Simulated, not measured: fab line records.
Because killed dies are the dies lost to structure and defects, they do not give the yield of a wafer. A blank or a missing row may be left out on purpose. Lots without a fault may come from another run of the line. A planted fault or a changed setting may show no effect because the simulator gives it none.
Matching of chambers || flow n5_finfet || 4 sister chambers for N5_BEOL_M3_ETCH_63 on rie_diel-05
The step etches SiARC in CF4, target depth 15.6 nm, time 26 s. 20 wafers are shown with their chamber, then 10 later ones without.

== WAFERS PAIRED WITH THEIR CHAMBERS ==
{"wafer": "L078.1", "chamber": 1, "drypump_motor_current_A (A)": 5.8, "throttle_valve_pct (%)": 15.76, "oes_product_au (a.u.)": 0.64}
{"wafer": "L078.2", "chamber": 3, "drypump_motor_current_A (A)": 5.7, "throttle_valve_pct (%)": 15.95, "oes_product_au (a.u.)": 0.57}
{"wafer": "L078.3", "chamber": 2, "drypump_motor_current_A (A)": 5.4, "throttle_valve_pct (%)": 15.95, "oes_product_au (a.u.)": 0.64}
{"wafer": "L084.1", "chamber": 3, "drypump_motor_current_A (A)": 5.7, "throttle_valve_pct (%)": 15.43, "oes_product_au (a.u.)": 0.82}
{"wafer": "L084.3", "chamber": 0, "drypump_motor_current_A (A)": 5.6, "throttle_valve_pct (%)": 15.16, "oes_product_au (a.u.)": 0.81}
{"wafer": "L084.5", "chamber": 3, "drypump_motor_current_A (A)": 5.7, "throttle_valve_pct (%)": 15.44, "oes_product_au (a.u.)": 0.82}
{"wafer": "L082.3", "chamber": 1, "drypump_motor_current_A (A)": 5.8, "throttle_valve_pct (%)": 15.80, "oes_product_au (a.u.)": 0.63}
{"wafer": "L082.4", "chamber": 3, "drypump_motor_current_A (A)": 5.8, "throttle_valve_pct (%)": 15.45, "oes_product_au (a.u.)": 0.81}
{"wafer": "L082.5", "chamber": 1, "drypump_motor_current_A (A)": 5.8, "throttle_valve_pct (%)": 15.79, "oes_product_au (a.u.)": 0.63}
{"wafer": "L086.2", "chamber": 0, "drypump_motor_current_A (A)": 5.6, "throttle_valve_pct (%)": 15.16, "oes_product_au (a.u.)": 0.80}
{"wafer": "L086.4", "chamber": 1, "drypump_motor_current_A (A)": 5.8, "throttle_valve_pct (%)": 15.80, "oes_product_au (a.u.)": 0.63}
{"wafer": "L086.6", "chamber": 2, "drypump_motor_current_A (A)": 5.4, "throttle_valve_pct (%)": 15.98, "oes_product_au (a.u.)": 0.62}
{"wafer": "L087.2", "chamber": 3, "drypump_motor_current_A (A)": 5.7, "throttle_valve_pct (%)": 15.46, "oes_product_au (a.u.)": 0.79}
{"wafer": "L087.3", "chamber": 0, "drypump_motor_current_A (A)": 5.6, "throttle_valve_pct (%)": 15.16, "oes_product_au (a.u.)": 0.79}
{"wafer": "L087.4", "chamber": 1, "drypump_motor_current_A (A)": 5.8, "throttle_valve_pct (%)": 15.80, "oes_product_au (a.u.)": 0.63}
{"wafer": "L092.1", "chamber": 2, "drypump_motor_current_A (A)": 5.4, "throttle_valve_pct (%)": 15.99, "oes_product_au (a.u.)": 0.62}
{"wafer": "L092.4", "chamber": 1, "drypump_motor_current_A (A)": 5.9, "throttle_valve_pct (%)": 15.82, "oes_product_au (a.u.)": 0.62}
{"wafer": "L092.5", "chamber": 1, "drypump_motor_current_A (A)": 5.8, "throttle_valve_pct (%)": 15.81, "oes_product_au (a.u.)": 0.62}
{"wafer": "L091.1", "chamber": 1, "drypump_motor_current_A (A)": 5.8, "throttle_valve_pct (%)": 15.82, "oes_product_au (a.u.)": 0.62}
{"wafer": "L091.2", "chamber": 3, "drypump_motor_current_A (A)": 5.7, "throttle_valve_pct (%)": 15.49, "oes_product_au (a.u.)": 0.78}

SIGNATURES, as means of the wafers listed above
{"reading": "drypump_motor_current_A", "chamber 0": 5.600, "chamber 1": 5.812, "chamber 2": 5.400, "chamber 3": 5.717, "scatter within a chamber": 0.0327}
{"reading": "throttle_valve_pct", "chamber 0": 15.1600, "chamber 1": 15.8000, "chamber 2": 15.9733, "chamber 3": 15.5367, "scatter within a chamber": 0.115}
{"reading": "oes_product_au", "chamber 0": 0.8000, "chamber 1": 0.6275, "chamber 2": 0.6267, "chamber 3": 0.7650, "scatter within a chamber": 0.0546}
Rule: for a wafer and a chamber, the distance is found by dividing, reading by reading, the gap between the wafer's reading and the chamber's mean by the reading's scatter, squaring, summing and taking the root. The wafer belongs to the nearest chamber; if the next one is less than 2 further off, it can't be placed. The scatter: take each reading less its chamber's mean, square it, sum over the shown wafers, divide by the number of wafers less the number of chambers, and take the root.

== WAFERS WITHOUT THEIR CHAMBER ==
{"wafer": "L091.5", "drypump_motor_current_A (A)": 5.6, "throttle_valve_pct (%)": 15.18, "oes_product_au (a.u.)": 0.78}
{"wafer": "L093.1", "drypump_motor_current_A (A)": 5.8, "throttle_valve_pct (%)": 15.82, "oes_product_au (a.u.)": 0.63}
{"wafer": "L093.2", "drypump_motor_current_A (A)": 5.7, "throttle_valve_pct (%)": 15.20, "oes_product_au (a.u.)": 0.78}
{"wafer": "L093.5", "drypump_motor_current_A (A)": 5.4, "throttle_valve_pct (%)": 16.01, "oes_product_au (a.u.)": 0.62}
{"wafer": "L094.2", "drypump_motor_current_A (A)": 5.8, "throttle_valve_pct (%)": 15.81, "oes_product_au (a.u.)": 0.62}
{"wafer": "L094.3", "drypump_motor_current_A (A)": 5.7, "throttle_valve_pct (%)": 15.46, "oes_product_au (a.u.)": 0.77}
{"wafer": "L094.5", "drypump_motor_current_A (A)": 5.4, "throttle_valve_pct (%)": 16.01, "oes_product_au (a.u.)": 0.63}
{"wafer": "L097.1", "drypump_motor_current_A (A)": 5.6, "throttle_valve_pct (%)": 15.19, "oes_product_au (a.u.)": 0.77}
{"wafer": "L097.2", "drypump_motor_current_A (A)": 5.4, "throttle_valve_pct (%)": 16.01, "oes_product_au (a.u.)": 0.61}
{"wafer": "L097.4", "drypump_motor_current_A (A)": 5.7, "throttle_valve_pct (%)": 15.48, "oes_product_au (a.u.)": 0.77}

== WHICH CHAMBER EACH WENT THROUGH ==
{"wafer": "L091.5", "from the rows above": 0, "in truth": 0}
{"wafer": "L093.1", "from the rows above": 1, "in truth": 1}
{"wafer": "L093.2", "from the rows above": "can't be placed: 3 or 0", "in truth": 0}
{"wafer": "L093.5", "from the rows above": 2, "in truth": 2}
{"wafer": "L094.2", "from the rows above": 1, "in truth": 1}
{"wafer": "L094.3", "from the rows above": 3, "in truth": 3}
{"wafer": "L094.5", "from the rows above": 2, "in truth": 2}
{"wafer": "L097.1", "from the rows above": 0, "in truth": 0}
{"wafer": "L097.2", "from the rows above": 2, "in truth": 2}
{"wafer": "L097.4", "from the rows above": 3, "in truth": 3}
Correctly placed: 9 of 10. Cannot be placed on the basis of these rows: 1; the candidates contain the true chamber in 1. Placed wrongly: 0.
